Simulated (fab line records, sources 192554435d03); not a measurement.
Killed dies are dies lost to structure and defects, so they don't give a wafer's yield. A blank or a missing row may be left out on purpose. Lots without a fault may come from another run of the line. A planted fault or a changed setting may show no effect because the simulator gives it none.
Problem report in the 8D (eight disciplines) form, filled by code | flow n5_finfet | the parts of the form that need people (team, actions taken, sign-off) are left out

1. THE PROBLEM
killed_at_M4_up at N5_PASSIVATION_PROBE_49 reads a mean of 116 on 1 wafer of 1 lot; wafers without a fault read 14 with a standard deviation of 5.4. That is +19 standard deviations from the usual mean.
First seen on wafer L101.1, day 19 04:32, on prober-01. The record holds 6 wafers of 2 lots with a number at this step. Rule for "out", or "out of limits": more than 4 standard deviations from the usual mean. The other wafers with a number count as sound.

2. WHAT IT IS AND WHAT IT IS NOT
question                    | is                                                                      | is not
which readings at this step | killed_at_M4_up, defect_limited_yield, killed_dies, sort_bin_5_function | killed_at_M0_to_M3, killed_at_contacts, killed_at_front_end, killed_at_other, killed_open, killed_short, sort_bin_8_speed
which lots                  | L101                                                                    | L980
which wafers of those lots  | L101.1                                                                  | L101.3, L101.5
read on which tools         | prober-01                                                               | prober-02
when                        | from day 19 04:32                                                       | up to then (3 sound wafers); but 2 sound wafers of L101 came after

3. SUSPECTS, AND WHAT RULES EACH OUT
Counting: a tool at a process step up to the reading stays a suspect if it ran every lot that is out. Sound lots after the first of them don't rule it out here, since some wafers of a struck lot are sound.
- ald_metal-04 at N5_BEOL_M9_ALD_74 (deposits TaN, target thk 2 nm, pulse time 2 s, purge time 3 s): kept. It ran the lot that is out, L101 (day 16 13:44).
- rie_diel-02 at N5_PASSIVATION_STRIP_14 (strips in O2): kept. It ran the lot that is out, L101 (day 18 19:55).
- pvd_sputter-01 at N5_PASSIVATION_DEGAS_18 (time 60 s): kept. It ran the lot that is out, L101 (day 18 21:28).
- prober-01 at N5_PASSIVATION_PROBE_49: kept. It ran the lot that is out, L101 (day 19 04:32). Its own readings are out on those wafers: defect_limited_yield, killed_at_M4_up, killed_dies, sort_bin_5_function.
- Within ald_metal-04 at N5_BEOL_M9_ALD_74: the wafers that are out ran in chamber 0; their sound lot-mates ran in chamber 1.
Left after counting: ald_metal-04 at N5_BEOL_M9_ALD_74, rie_diel-02 at N5_PASSIVATION_STRIP_14, pvd_sputter-01 at N5_PASSIVATION_DEGAS_18, prober-01 at N5_PASSIVATION_PROBE_49.

4. THE CAUSE (what the simulator had put in)
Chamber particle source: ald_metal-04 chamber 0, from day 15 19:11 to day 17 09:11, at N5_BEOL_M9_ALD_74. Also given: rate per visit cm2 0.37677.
Counting left 4 suspects, and this tool is among them.

5. THE CHAIN OF EFFECTS, in route order
Each row: a reading whose mean over the struck wafers that have a number lies more than 3 standard deviations from the usual. Only readings for which the record gives a usual standard deviation are gone through. hours: the time from each lot's start at the first step in this table that gives one to its start at this step, as a median over the lots. sigmas: the change in usual standard deviations.
hours | step                    | reading              | usual  | on struck wafers | change | sigmas
0     | N5_PASSIVATION_PROBE_49 | defect_limited_yield | 91.2 % | 83.8             | -7.4   | -4.6
0     | N5_PASSIVATION_PROBE_49 | killed_at_M4_up      | 14     | 116              | +102   | +19
0     | N5_PASSIVATION_PROBE_49 | killed_dies          | 104    | 191              | +87    | +4.6
0     | N5_PASSIVATION_PROBE_49 | sort_bin_5_function  | 5.1 %  | 9.9              | +4.8   | +4.8
0     | N5_PASSIVATION_PROBE_49 | sort_n_pass          | 1075   | 989              | -86    | -3.9
0     | N5_PASSIVATION_PROBE_49 | sort_yield_pct       | 91.1 % | 83.8             | -7.3   | -3.8
The process steps in it:
- N5_PASSIVATION_PROBE_49

6. WHAT WOULD HAVE CAUGHT IT SOONER
In this record the first reading out of limits was taken at day 19 04:32, 81 hours after the fault began at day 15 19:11.
Of the tool readings at N5_BEOL_M9_ALD_74 for which the record gives a usual standard deviation, none was out on any struck wafer, so an alarm limit of 4 standard deviations on them would not have fired.
All the lots that are out (1) had begun N5_BEOL_M9_ALD_74 on ald_metal-04 by day 19 04:32. A hold on the tool at that time would have spared none of them.
